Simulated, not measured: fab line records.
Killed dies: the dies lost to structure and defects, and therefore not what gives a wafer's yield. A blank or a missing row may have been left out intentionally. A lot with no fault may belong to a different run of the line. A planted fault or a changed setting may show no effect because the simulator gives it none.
The tool behind it: which one? | flow nand harc | Sampling: 11 lots, 33 wafers, 2 of 1159 route steps

== WHAT THE GAUGES READ, wafer by wafer ==
NHARC_A_M1_CD_MEAS_09 targets a cd of 120 nm.
lot  | measured     | on        | cd nm (nm)
L074 | day 17 20:43 | cd sem-01 | 119.7 119.3 119.3
L076 | day 18 01:25 | cd sem-02 | 119.5 120.0 118.3
L078 | day 19 03:15 | cd sem-02 | 119.3 119.2 120.3
L080 | day 20 03:43 | cd sem-03 | 118.8 119.5 119.1
L084 | day 20 10:25 | cd sem-01 | 119.1 120.4 118.4
L086 | day 21 23:46 | cd sem-02 | 119.4 120.1 118.4
L088 | day 22 05:39 | cd sem-03 | 120.7 120.6 119.7
L091 | day 22 17:07 | cd sem-03 | 119.5 118.0 119.0
L092 | day 23 01:48 | cd sem-02 | 120.2 118.3 119.3
L093 | day 23 04:57 | cd sem-03 | 119.1 121.1 120.5
L096 | day 23 12:14 | cd sem-01 | 119.4 120.7 120.5

== WHAT TOOL EACH LOT RAN ON (gives the tool, then ch and the chambers of the sampled wafers, and finally the start) ==
lot  | NHARC_A_CONTACT_ETCH_139
L074 | har cap etch-03 ch 0,1, day 17 04:59
L076 | har cap etch-02 ch 0,1, day 17 13:00
L078 | har cap etch-03 ch 0,1, day 18 10:35
L080 | har cap etch-03 ch 0,1, day 19 05:08
L084 | har cap etch-03 ch 0,1, day 19 09:45
L086 | har cap etch-01 ch 0,1, day 20 19:09
L088 | har cap etch-03 ch 0,1, day 20 22:25
L091 | har cap etch-02 ch 0,1, day 21 14:53
L092 | har cap etch-01 ch 0,1, day 21 22:11
L093 | har cap etch-01 ch 0,1, day 22 09:31
L096 | har cap etch-02 ch 0,1, day 22 20:02
- NHARC_A_CONTACT_ETCH_139: etches the open film in C4F8/O2/Ar, time 137 s, target depth 590 nm.

== THE ANSWER, worked out from the rows above alone ==
Rule: what is usual is taken from the lots themselves. The widest of any qualifying gaps counts: lots, ordered by their means at a reading, are off when they make up no more than a third of the lots, leave a main group of 4 or more, and stand apart from it by 3 or more times the standard deviation of that group's means. Not used: any main group whose means are identical at the precision the tables above print for the reading. A lot without any number at a reading at which 4 lots or more have one is off too. The other lots that the step has rows for count as sound.
No lot is off at any reading shown: from this, nothing can be told.

== WHAT THE SIMULATOR HAD INSERTED ==
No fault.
